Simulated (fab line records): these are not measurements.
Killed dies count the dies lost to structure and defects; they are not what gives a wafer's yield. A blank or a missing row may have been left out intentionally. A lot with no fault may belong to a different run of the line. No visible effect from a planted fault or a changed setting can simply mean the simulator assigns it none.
8D (eight disciplines) problem report, filled in by code :: flow n5_finfet :: the parts of the form that need people (team, actions taken, sign-off) are left out

1. THE PROBLEM
spin_speed_rpm at N5_BEOL_M6_COAT_05 reads a mean of 1458.8 rpm on 6 wafers of 2 lots; wafers without a fault read 1500.0 rpm with a standard deviation of 0.99. That is -42 standard deviations from the usual mean.
The step: resist thk 90 nm.
The first sign was on wafer L538.1 at day 12 02:33, on litho_track-02. The record has a number at this step for 18 wafers belonging to 6 lots. Rule for "out" (also "out of limits"): further than 4 standard deviations from the usual mean. The other wafers with a number count as sound.

2. WHAT IT IS, WHAT IT ISN'T
question: which readings at this step
is: spin_speed_rpm
is not: dispense_pressure_kPa

question: which lots
is: L538, L540
is not: L530, L533, L546, L548

question: which wafers of those lots
is: all that have a number
is not: -

question: read on which tools
is: litho_track-02
is not: litho_track-01

question: when
is: from day 12 02:33
is not: up to then (6 sound wafers); but 6 sound wafers of L546, L548 came after

3. THE SUSPECTS, EACH WITH WHAT RULES IT OUT
Counting: a tool at a process step up to the reading stays a suspect if it ran every lot that is out and no sound lot after the first of them.
- cvd_co-02 at N5_BEOL_M5_CO_CAP_78 (material Co, precursor CCTBA/H2, target thk 2 nm, time 102.1 s): ruled out as a lasting fault. The sound lots L546, L548 went through it after L538, its earliest lot that is out (day 12 00:37).
- pecvd-04 at N5_BEOL_M5_DEP_56 (deposits SiCN from 3MS/NH3, target thk 8 nm, time 14 s): ruled out as a lasting fault. The sound lots L546, L548 went through it after L538, its earliest lot that is out (day 12 00:44).
- pecvd-01 at N5_BEOL_M6_ILD_DEP_00 (deposits SiCOH lowk from DEMS/porogen, target thk 179.75 nm, time 33.4 s): kept. It ran every lot that is out, first L538 (day 12 00:52), and no sound lot after that.
- litho_track-02 at N5_BEOL_M6_COAT_05 (resist thk 90 nm): kept. All lots that are out passed through it, beginning with L538 at day 12 02:33, and no sound lot followed; its final sound lot before that point was L530 at day 9 17:59. Its own spin_speed_rpm readings are out on those wafers.
Left after counting: pecvd-01 at N5_BEOL_M6_ILD_DEP_00, litho_track-02 at N5_BEOL_M6_COAT_05.

4. THE CAUSE (what the simulator had put in)
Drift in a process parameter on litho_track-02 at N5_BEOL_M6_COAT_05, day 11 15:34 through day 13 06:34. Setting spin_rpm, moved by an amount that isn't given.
After counting, 2 suspects remain, this tool included.

5. SEQUENCE OF EFFECTS, ordered by route
Each row: a reading whose mean over the struck wafers that have a number lies more than 3 standard deviations from the usual. Only readings for which the record gives a usual standard deviation are gone through. hours: the time from each lot's start at the first step in this table that gives one to its start at this step, as a median over the lots. sigmas: the change in usual standard deviations.
hours: 0
step: N5_BEOL_M6_COAT_05
reading: spin_speed_rpm
usual: 1500.0 rpm
on struck wafers: 1458.8
change: -41.2
sigmas: -42
The process steps in it:
- N5_BEOL_M6_COAT_05: resist thk 90 nm.
Later steps that measure or inspect, where all struck wafers having a row at the step show a number for every such reading and not one has moved that far: N5_BEOL_M6_CD_MEAS_11, N5_BEOL_M6_OVL_MEAS_12, N5_BEOL_M6_INSPECT_13.

6. HOW IT WOULD HAVE BEEN CAUGHT EARLIER
The fault began at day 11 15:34; the first out-of-limits reading in this record came at day 12 02:33, 11 hours later.
